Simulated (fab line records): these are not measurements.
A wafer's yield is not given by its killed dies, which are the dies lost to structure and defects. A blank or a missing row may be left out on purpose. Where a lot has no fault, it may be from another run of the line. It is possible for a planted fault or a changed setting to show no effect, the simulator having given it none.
fab line records    flow n5-finfet    part 1 of 2: steps 1 to 4 of 6
record: lots: 23  wafers: 69  last-day: 19
route steps=1938 shown HKMG_FIN@444 GATE_CUT@474 MOL_CONTACT_COAG@529
lots that met no fault: from a run of the same line without faults
start-h: hours from the record's first day to the start of the lot's first wafer shown    wait-h: hours from the lot's prior step to this one    " identical to the entry in the row above    L1.1+2: one row covering several wafers at once    - either no value or no given start    * or withheld: withheld    < > ~ a bound
route shown NAME@n: names a module that has steps shown in the file, with the first one's number in the route    usual: mean/standard deviation of fault-free wafers    same: alike in all rows    chamber/n: place in a boat    sites: readings site by site    _std_site: the values' standard deviation    _edge_site: outer sites' mean less inner sites'    radius-mm: how far each site lies from the wafer's centre    mask NAME#n: copy n    behind: tool/chamber where the wafer was last shaped    hold: why the lot was held/for how many hours/how that ended    device: whichever transistor did not switch (one of n, p or np)    end of line: at the end of the route, the tests of the same wafers    a step without rows: its recipe alone    killed: at the first sort, the dies lost to defects and structure; wafer yield is something else    map: a wafer's dies, marking killed ones x, the rest . and places with no die _
set.NAME: the run value of the setting; set.NAME@STEP: its run value at that earlier step    model.NAME: the simulator's own value behind a step, which no gauge read
the route's steps for a sample of lots (tables are steps, rows are wafers)
services: from which hour (start-h, from the record's first day; less than 0 if before it) a tool's chamber was out of use, for how many hours, and why
== steps ==
step: N5_HKMG_FIN_ETCH_86
recipe: chemistry: N2/H2  target: SOC  target-depth-a: 3932  stop-on: TiN  ion-energy-ev: 100  bias-w: 61  pressure-mtorr: 30  source-w: 850  n2-flow-sccm: 200  h2-flow-sccm: 200
usual: drypump-motor-current-A: 5.6/0.33  oes-product-au: 0.77/0.063  rf-vpp-V: 241.3/1.2  showerhead-plenum-p-Torr: 2.58/0.07  throttle-valve-pct: 17.9/0.31
lot.wafer  tool         chamber  start-h  wait-h  drypump-motor-current-A  oes-product-au  rf-hours-counter-h  rf-vpp-V  showerhead-plenum-p-Torr  throttle-valve-pct
L074.1     rie-diel-03  3        79.56    -       5.2                      0.76            126                 242.1     2.57                      17.9
L074.4     "            1        "        "       5.8                      0.80            81                  241.0     2.56                      17.5
L074.6     "            3        "        "       5.1                      0.76            -                   241.9     2.57                      17.9
L075.2     rie-diel-03  2        84.48    -       6.3                      0.74            168                 240.6     2.52                      17.7
L075.4     "            0        "        "       5.3                      0.70            217                 242.8     2.59                      18.0
L075.5     "            2        "        "       6.3                      0.74            -                   241.5     2.52                      17.7
L077.1     rie-diel-03  2        94.17    -       6.3                      0.74            172                 241.5     2.52                      17.7
L077.2     "            3        "        "       5.2                      0.76            133                 241.2     2.56                      17.9
L077.4     "            1        "        "       5.7                      0.80            86                  239.6     2.56                      17.5
L078.1     rie-diel-06  3        100.58   -       5.1                      0.73            153                 241.1     2.66                      18.4
L078.2     "            1        "        "       5.6                      0.73            200                 242.7     2.61                      18.1
L078.4     "            2        "        "       5.5                      0.83            59                  240.0     2.58                      17.8
L079.1     rie-diel-06  1        105.61   -       5.7                      0.72            203                 242.3     2.61                      18.1
L079.4     "            3        "        "       5.1                      0.73            154                 242.5     2.66                      18.4
L079.6     "            1        "        "       5.6                      0.72            -                   241.6     2.61                      18.1
L080.2     rie-diel-06  1        112.57   -       5.6                      0.72            206                 240.9     2.61                      18.1
L080.3     "            2        "        "       5.5                      0.83            63                  240.4     2.58                      17.8
L080.4     "            0        "        "       5.9                      0.85            52                  240.8     2.47                      17.4
L081.3     rie-diel-01  3        119.23   -       5.5                      0.91            20                  240.9     2.50                      17.5
L081.4     "            1        "        "       5.5                      0.77            154                 242.9     2.66                      18.0
L081.6     "            2        "        "       5.7                      0.70            -                   241.7     2.63                      18.3
L082.3     rie-diel-06  2        127.56   -       5.5                      0.82            66                  242.1     2.58                      17.8
L082.4     "            1        "        "       5.7                      0.72            211                 241.5     2.61                      18.2
L082.6     "            0        "        "       5.9                      0.85            -                   239.0     2.47                      17.5
L083.2     rie-diel-06  2        132.01   -       5.5                      0.82            67                  240.4     2.58                      17.8
L083.5     "            3        "        "       5.1                      0.72            -                   242.2     2.66                      18.4
L083.6     "            2        "        "       5.5                      0.83            -                   241.2     2.58                      17.8
L084.1     rie-diel-03  1        138.24   -       5.8                      0.78            102                 240.7     2.55                      17.6
L084.3     "            3        "        "       5.1                      0.74            148                 239.9     2.56                      17.9
L084.5     "            2        "        "       6.3                      0.73            -                   241.3     2.51                      17.7
L085.2     rie-diel-06  0        142.21   -       5.9                      0.84            62                  239.5     2.47                      17.5
L085.4     "            1        "        "       5.7                      0.71            215                 240.5     2.61                      18.2
L085.6     "            3        "        "       5.1                      0.72            -                   241.4     2.65                      18.4
L086.1     rie-diel-06  3        147.32   -       5.1                      0.72            169                 244.3     2.65                      18.4
L086.2     "            1        "        "       5.6                      0.71            217                 240.7     2.61                      18.2
L086.3     "            0        "        "       5.9                      0.84            64                  238.0     2.47                      17.5
L087.1     rie-diel-01  0        153.08   -       5.7                      0.86            49                  242.7     2.71                      17.5
L087.2     "            1        "        "       5.5                      0.76            167                 241.1     2.65                      18.0
L087.5     "            2        "        "       5.7                      0.69            -                   240.7     2.63                      18.3
L088.1     rie-diel-03  3        159.02   -       5.2                      0.74            156                 242.5     2.55                      17.9
L088.4     "            2        "        "       6.2                      0.72            196                 242.1     2.51                      17.7
L088.5     "            0        "        "       5.3                      0.69            -                   241.5     2.58                      18.0
L089.1     rie-diel-01  2        164.63   -       5.7                      0.68            227                 241.8     2.63                      18.3
L089.4     "            3        "        "       5.5                      0.89            35                  241.0     2.49                      17.6
L089.6     "            1        "        "       5.5                      0.75            -                   243.0     2.65                      18.0
L090.1     rie-diel-03  2        173.22   -       6.3                      0.71            202                 240.9     2.51                      17.7
L090.5     "            1        "        "       5.8                      0.78            -                   241.5     2.54                      17.6
L090.6     "            3        "        "       5.2                      0.73            -                   240.2     2.55                      17.9
L092.2     rie-diel-06  0        183.87   -       5.9                      0.82            76                  241.0     2.46                      17.5
L092.4     "            2        "        "       5.5                      0.81            80                  240.5     2.57                      17.8
L092.5     "            3        "        "       5.1                      0.70            -                   242.3     2.65                      18.4
L093.2     rie-diel-01  0        194.58   -       5.8                      0.84            64                  241.5     2.71                      17.6
L093.4     "            3        "        "       5.5                      0.87            46                  239.7     2.49                      17.6
L093.6     "            0        "        "       5.8                      0.83            -                   243.3     2.71                      17.5
L076.2     rie-diel-06  0        195.42   -       5.9                      0.82            80                  238.3     2.46                      17.5
L076.3     "            1        "        "       5.7                      0.70            233                 242.3     2.60                      18.2
L076.5     "            3        "        "       5.1                      0.71            -                   243.2     2.65                      18.4
L094.4     rie-diel-01  2        203.13   -       5.7                      0.68            240                 240.8     2.62                      18.4
L094.5     "            0        "        "       5.7                      0.83            -                   243.6     2.71                      17.6
L094.6     "            1        "        "       5.5                      0.75            -                   241.2     2.65                      18.0
L095.1     rie-diel-03  0        210.32   -       5.3                      0.94            2                   243.0     2.58                      17.6
L095.3     "            2        "        "       6.3                      0.71            215                 241.7     2.50                      17.8
L095.6     "            2        "        "       6.3                      0.70            -                   241.3     2.50                      17.8
L097.1     rie-diel-01  3        215.67   -       5.5                      0.86            53                  239.9     2.49                      17.6
L097.3     "            1        "        "       5.5                      0.75            188                 241.2     2.65                      18.0
L097.6     "            1        "        "       5.5                      0.74            -                   242.9     2.65                      18.0
L096.1     rie-diel-01  2        216.38   -       5.7                      0.67            244                 241.9     2.62                      18.4
L096.3     "            3        "        "       5.5                      0.86            54                  239.7     2.49                      17.6
L096.4     "            1        "        "       5.5                      0.74            188                 241.3     2.65                      18.0
step: N5_HKMG_FIN_ETCH_67
recipe: chemistry: N2/H2  target: SOC  target-depth-a: 3889  stop-on: TiN  ion-energy-ev: 100  bias-w: 61  pressure-mtorr: 30  source-w: 850  n2-flow-sccm: 200  h2-flow-sccm: 200
usual: drypump-motor-current-A: 5.59/0.29  oes-product-au: 0.77/0.07  rf-vpp-V: 241.3/1.2  showerhead-plenum-p-Torr: 2.59/0.076  throttle-valve-pct: 17.9/0.32
lot.wafer  tool         chamber  start-h  wait-h  drypump-motor-current-A  oes-product-au  rf-hours-counter-h  rf-vpp-V  showerhead-plenum-p-Torr  throttle-valve-pct
L074.1     rie-diel-06  2        80.63    -       5.53                     0.84            53                  240.8     2.58                      17.7
L074.4     "            3        "        "       5.13                     0.73            146                 242.2     2.66                      18.4
L074.6     "            3        "        "       5.14                     0.73            -                   242.2     2.66                      18.4
L075.2     rie-diel-06  3        85.55    -       5.14                     0.73            148                 242.7     2.66                      18.4
L075.4     "            1        "        "       5.65                     0.74            195                 242.6     2.61                      18.1
L075.5     "            1        "        "       5.59                     0.73            -                   241.3     2.61                      18.1
L077.1     rie-diel-06  2        95.51    -       5.50                     0.84            58                  240.1     2.58                      17.7
L077.2     "            3        "        "       5.12                     0.72            151                 240.7     2.66                      18.3
L077.4     "            0        "        "       5.92                     0.86            45                  241.3     2.47                      17.4
L078.1     rie-diel-01  1        101.66   -       5.47                     0.77            147                 242.4     2.66                      18.0
L078.2     "            3        "        "       5.52                     0.91            16                  239.7     2.50                      17.5
L078.4     "            0        "        "       5.73                     0.88            32                  242.8     2.72                      17.5
L079.1     rie-diel-06  3        106.69   -       5.12                     0.72            155                 241.5     2.66                      18.4
L079.4     "            1        "        "       5.66                     0.72            203                 241.3     2.61                      18.1
L079.6     "            1        "        "       5.68                     0.72            -                   240.8     2.61                      18.1
L080.2     rie-diel-01  1        113.70   -       5.47                     0.76            152                 241.3     2.66                      18.0
L080.3     "            1        "        "       5.49                     0.77            -                   242.7     2.66                      18.0
L080.4     "            2        "        "       5.67                     0.69            -                   240.9     2.64                      18.3
L081.3     rie-diel-03  3        120.30   -       5.15                     0.75            142                 240.2     2.56                      17.9
L081.4     "            2        "        "       6.25                     0.71            182                 240.0     2.51                      17.7
L081.6     "            1        "        "       5.75                     0.78            -                   241.4     2.55                      17.5
L082.3     rie-diel-06  0        128.64   -       5.90                     0.85            57                  239.3     2.47                      17.4
L082.4     "            3        "        "       5.14                     0.72            161                 242.5     2.66                      18.4
L082.6     "            0        "        "       5.91                     0.85            -                   240.6     2.47                      17.5
L083.2     rie-diel-01  1        133.08   -       5.48                     0.77            159                 240.9     2.66                      18.0
L083.5     "            0        "        "       5.73                     0.86            -                   242.1     2.72                      17.5
L083.6     "            3        "        "       5.50                     0.90            -                   239.9     2.50                      17.5
L084.1     rie-diel-03  1        139.33   -       5.78                     0.78            102                 239.8     2.55                      17.6
L084.3     "            2        "        "       6.26                     0.71            189                 241.0     2.51                      17.7
L084.5     "            3        "        "       5.17                     0.75            -                   241.6     2.56                      17.9
L085.2     rie-diel-06  2        143.29   -       5.51                     0.82            71                  242.1     2.58                      17.8
L085.4     "            3        "        "       5.13                     0.71            167                 241.6     2.65                      18.4
L085.6     "            3        "        "       5.11                     0.72            -                   243.2     2.65                      18.4
L086.1     rie-diel-01  3        148.39   -       5.53                     0.88            29                  240.6     2.50                      17.5
L086.2     "            0        "        "       5.74                     0.87            47                  241.8     2.71                      17.5
L086.3     "            1        "        "       5.48                     0.76            165                 241.8     2.66                      18.0
L087.1     rie-diel-03  2        154.16   -       6.27                     0.70            195                 240.1     2.51                      17.7
L087.2     "            1        "        "       5.78                     0.76            108                 241.2     2.55                      17.6
L087.5     "            2        "        "       6.27                     0.70            -                   240.7     2.51                      17.7
L088.1     rie-diel-06  2        160.13   -       5.53                     0.83            73                  240.8     2.57                      17.8
L088.4     "            0        "        "       5.89                     0.83            69                  238.1     2.46                      17.5
L088.5     "            3        "        "       5.14                     0.72            -                   241.4     2.65                      18.4
L089.1     rie-diel-01  3        165.76   -       5.50                     0.87            36                  239.9     2.49                      17.6
L089.4     "            2        "        "       5.68                     0.67            227                 242.2     2.63                      18.3
L089.6     "            1        "        "       5.48                     0.76            -                   241.7     2.65                      18.0
L090.1     rie-diel-06  1        174.29   -       5.62                     0.71            226                 240.7     2.60                      18.2
L090.5     "            3        "        "       5.14                     0.71            -                   241.6     2.65                      18.4
L090.6     "            0        "        "       5.93                     0.83            -                   240.3     2.46                      17.5
L092.2     rie-diel-01  0        184.94   -       5.72                     0.85            60                  243.1     2.71                      17.5
L092.4     "            3        "        "       5.49                     0.86            42                  241.3     2.49                      17.6
L092.5     "            0        "        "       5.72                     0.84            -                   242.0     2.71                      17.5
L093.2     rie-diel-01  2        195.65   -       5.71                     0.67            237                 241.7     2.62                      18.4
L093.4     "            0        "        "       5.73                     0.83            65                  241.7     2.71                      17.6
L093.6     "            2        "        "       5.68                     0.67            -                   241.4     2.62                      18.4
L076.2     rie-diel-03  1        196.49   -       5.76                     0.76            123                 241.7     2.54                      17.6
L076.3     "            3        "        "       5.15                     0.73            169                 240.8     2.55                      18.0
L076.5     "            2        "        "       6.30                     0.70            -                   241.2     2.50                      17.8
L094.4     rie-diel-01  3        204.21   -       5.51                     0.86            50                  241.3     2.49                      17.6
L094.5     "            1        "        "       5.47                     0.74            -                   241.8     2.65                      18.0
L094.6     "            2        "        "       5.67                     0.67            -                   241.4     2.62                      18.4
L095.1     rie-diel-06  3        211.47   -       5.16                     0.70            190                 241.1     2.64                      18.4
L095.3     "            2        "        "       5.52                     0.80            89                  241.8     2.57                      17.8
L095.6     "            3        "        "       5.13                     0.70            -                   241.7     2.64                      18.4
L097.1     rie-diel-01  2        216.97   -       5.68                     0.68            245                 241.1     2.62                      18.4
L097.3     "            3        "        "       5.52                     0.85            54                  239.6     2.49                      17.6
L097.6     "            1        "        "       5.49                     0.74            -                   241.9     2.64                      18.1
L096.1     rie-diel-01  0        217.54   -       5.72                     0.83            71                  243.6     2.70                      17.6
L096.3     "            2        "        "       5.69                     0.67            245                 242.0     2.62                      18.4
L096.4     "            3        "        "       5.50                     0.85            55                  239.4     2.49                      17.6
step: N5_GATE_CUT_PECVD_57
recipe: material: SiNx  target-thk-a: 210  temp-c: 400  precursor: SiH4/NH3/N2  pressure-torr: 1.5  rf-w: 300
usual: heater-power-w: 726/58  showerhead-plenum-p-Torr: 5.12/0.063  throttle-valve-pct: 39.0/1.9
lot.wafer  tool      chamber  start-h  wait-h  heater-power-w  showerhead-plenum-p-Torr  throttle-valve-pct
L074.1     pecvd-03  0        85.88    1.1     746             5.12                      40.3
L074.4     "         1        "        "       767             5.12                      38.3
L074.6     "         0        "        "       753             5.10                      40.5
L075.2     pecvd-01  2        90.85    1.1     706             5.04                      35.5
L075.4     "         2        "        "       692             5.02                      35.4
L075.5     "         0        "        "       695             5.26                      41.2
L077.1     pecvd-01  0        100.33   1.1     781             5.27                      41.1
L077.2     "         1        "        "       727             5.13                      40.8
L077.4     "         0        "        "       766             5.27                      41.0
L078.1     pecvd-01  2        106.83   1.1     603             5.04                      35.6
L078.2     "         0        "        "       686             5.29                      41.2
L078.4     "         2        "        "       631             5.03                      35.7
L079.1     pecvd-03  1        111.52   1.1     757             5.12                      38.7
L079.4     "         2        "        "       832             5.06                      37.6
L079.6     "         1        "        "       757             5.12                      38.6
L080.2     pecvd-01  0        118.59   1.1     650             5.28                      41.0
L080.3     "         2        "        "       737             5.04                      35.5
L080.4     "         1        "        "       673             5.13                      40.4
L081.3     pecvd-02  0        125.27   1.1     846             5.11                      39.8
L081.4     "         2        "        "       694             5.13                      36.2
L081.6     "         0        "        "       867             5.12                      39.5
L082.3     pecvd-03  2        133.72   1.1     724             5.06                      37.7
L082.4     "         0        "        "       745             5.12                      40.9
L082.6     "         2        "        "       749             5.07                      37.4
L083.2     pecvd-02  2        138.27   1.1     711             5.14                      36.6
L083.5     "         2        "        "       726             5.13                      36.5
L083.6     "         0        "        "       828             5.12                      39.8
L084.1     pecvd-01  2        144.31   1.1     696             5.04                      35.8
L084.3     "         0        "        "       775             5.27                      41.2
L084.5     "         0        "        "       784             5.27                      41.1
L085.2     pecvd-01  2        148.89   1.1     702             5.04                      35.6
L085.4     "         2        "        "       716             5.05                      36.0
L085.6     "         1        "        "       732             5.14                      40.4
L086.1     pecvd-02  0        154.00   1.1     867             5.12                      40.2
L086.2     "         2        "        "       745             5.11                      36.6
L086.3     "         0        "        "       861             5.12                      39.8
L087.1     pecvd-03  2        158.99   1.1     815             5.08                      37.4
L087.2     "         1        "        "       652             5.12                      38.7
L087.5     "         1        "        "       652             5.13                      38.4
L088.1     pecvd-03  0        165.22   1.1     748             5.12                      40.9
L088.4     "         1        "        "       760             5.13                      38.3
L088.5     "         0        "        "       767             5.11                      41.2
L089.1     pecvd-02  0        171.03   1.1     723             5.12                      40.1
L089.4     "         0        "        "       716             5.12                      39.6
L089.6     "         2        "        "       670             5.14                      36.6
L090.1     pecvd-02  1        179.36   1.1     743             5.11                      40.0
L090.5     "         2        "        "       736             5.12                      36.8
L090.6     "         1        "        "       735             5.10                      39.8
L092.2     pecvd-02  2        190.14   1.1     683             5.14                      36.8
L092.4     "         1        "        "       710             5.11                      39.6
L092.5     "         0        "        "       754             5.10                      39.9
L093.2     pecvd-03  2        200.93   1.1     788             5.05                      37.7
L093.4     "         2        "        "       787             5.07                      37.4
L093.6     "         1        "        "       777             5.14                      38.5
L076.2     pecvd-03  0        201.32   1.1     777             5.12                      41.2
L076.3     "         1        "        "       712             5.14                      38.6
L076.5     "         0        "        "       774             5.10                      41.1
L094.4     pecvd-01  1        209.09   1.1     715             5.14                      40.4
L094.5     "         2        "        "       664             5.03                      36.1
L094.6     "         0        "        "       731             5.27                      41.3
L095.1     pecvd-01  1        216.62   1.1     612             5.14                      40.4
L095.3     "         0        "        "       721             5.26                      41.3
L095.6     "         0        "        "       722             5.27                      41.1
L097.1     pecvd-03  1        221.87   1.1     682             5.12                      38.6
L097.3     "         0        "        "       768             5.11                      41.2
L097.6     "         1        "        "       665             5.14                      38.7
L096.1     pecvd-02  2        222.53   1.1     649             5.12                      37.3
L096.3     "         0        "        "       751             5.12                      40.5
L096.4     "         2        "        "       638             5.13                      37.0
step: N5_GATE_CUT_INSPECT_15
recipe: mode: adi  inspect-instrument: brightfield
usual: raw-defect-count: 149/42
lot.wafer  tool               chamber  start-h  wait-h  raw-defect-count
L074.1     defect-inspect-01  -        86.71    0.1     241
L074.4     "                  -        "        "       144
L074.6     "                  -        "        "       182
L075.2     defect-inspect-01  -        91.69    0.0     149
L075.4     "                  -        "        "       111
L075.5     "                  -        "        "       183
L077.1     defect-inspect-02  -        101.28   0.1     181
L077.2     "                  -        "        "       116
L077.4     "                  -        "        "       134
L078.1     defect-inspect-02  -        107.79   0.1     130
L078.2     "                  -        "        "       73
L078.4     "                  -        "        "       127
L079.1     defect-inspect-01  -        112.35   0.1     158
L079.4     "                  -        "        "       191
L079.6     "                  -        "        "       178
L080.2     defect-inspect-02  -        119.55   0.0     111
L080.3     "                  -        "        "       59
L080.4     "                  -        "        "       88
L081.3     defect-inspect-02  -        126.22   0.0     141
L081.4     "                  -        "        "       141
L081.6     "                  -        "        "       183
L082.3     defect-inspect-01  -        134.57   0.0     237
L082.4     "                  -        "        "       201
L082.6     "                  -        "        "       230
L083.2     defect-inspect-01  -        139.44   0.0     172
L083.5     "                  -        "        "       122
L083.6     "                  -        "        "       108
L084.1     defect-inspect-02  -        145.27   0.1     81
L084.3     "                  -        "        "       112
L084.5     "                  -        "        "       83
L085.2     defect-inspect-02  -        149.85   0.0     123
L085.4     "                  -        "        "       154
L085.6     "                  -        "        "       147
L086.1     defect-inspect-02  -        154.97   0.1     150
L086.2     "                  -        "        "       148
L086.3     "                  -        "        "       165
L087.1     defect-inspect-02  -        159.96   0.1     138
L087.2     "                  -        "        "       196
L087.5     "                  -        "        "       142
L088.1     defect-inspect-02  -        166.17   0.1     189
L088.4     "                  -        "        "       122
L088.5     "                  -        "        "       218
L089.1     defect-inspect-02  -        171.86   0.1     106
L089.4     "                  -        "        "       143
L089.6     "                  -        "        "       164
L090.1     defect-inspect-02  -        180.19   0.1     142
L090.5     "                  -        "        "       164
L090.6     "                  -        "        "       157
L092.2     defect-inspect-02  -        190.97   0.0     206
L092.4     "                  -        "        "       163
L092.5     "                  -        "        "       85
L093.2     defect-inspect-01  -        201.90   0.0     161
L093.4     "                  -        "        "       118
L093.6     "                  -        "        "       93
L076.2     defect-inspect-01  -        202.17   0.0     152
L076.3     "                  -        "        "       106
L076.5     "                  -        "        "       164
L094.4     defect-inspect-01  -        209.90   0.0     165
L094.5     "                  -        "        "       153
L094.6     "                  -        "        "       71
L095.1     defect-inspect-02  -        217.47   0.1     134
L095.3     "                  -        "        "       88
L095.6     "                  -        "        "       185
L097.1     defect-inspect-02  -        222.86   0.1     161
L097.3     "                  -        "        "       115
L097.6     "                  -        "        "       171
L096.1     defect-inspect-01  -        223.49   0.1     157
L096.3     "                  -        "        "       145
L096.4     "                  -        "        "       90
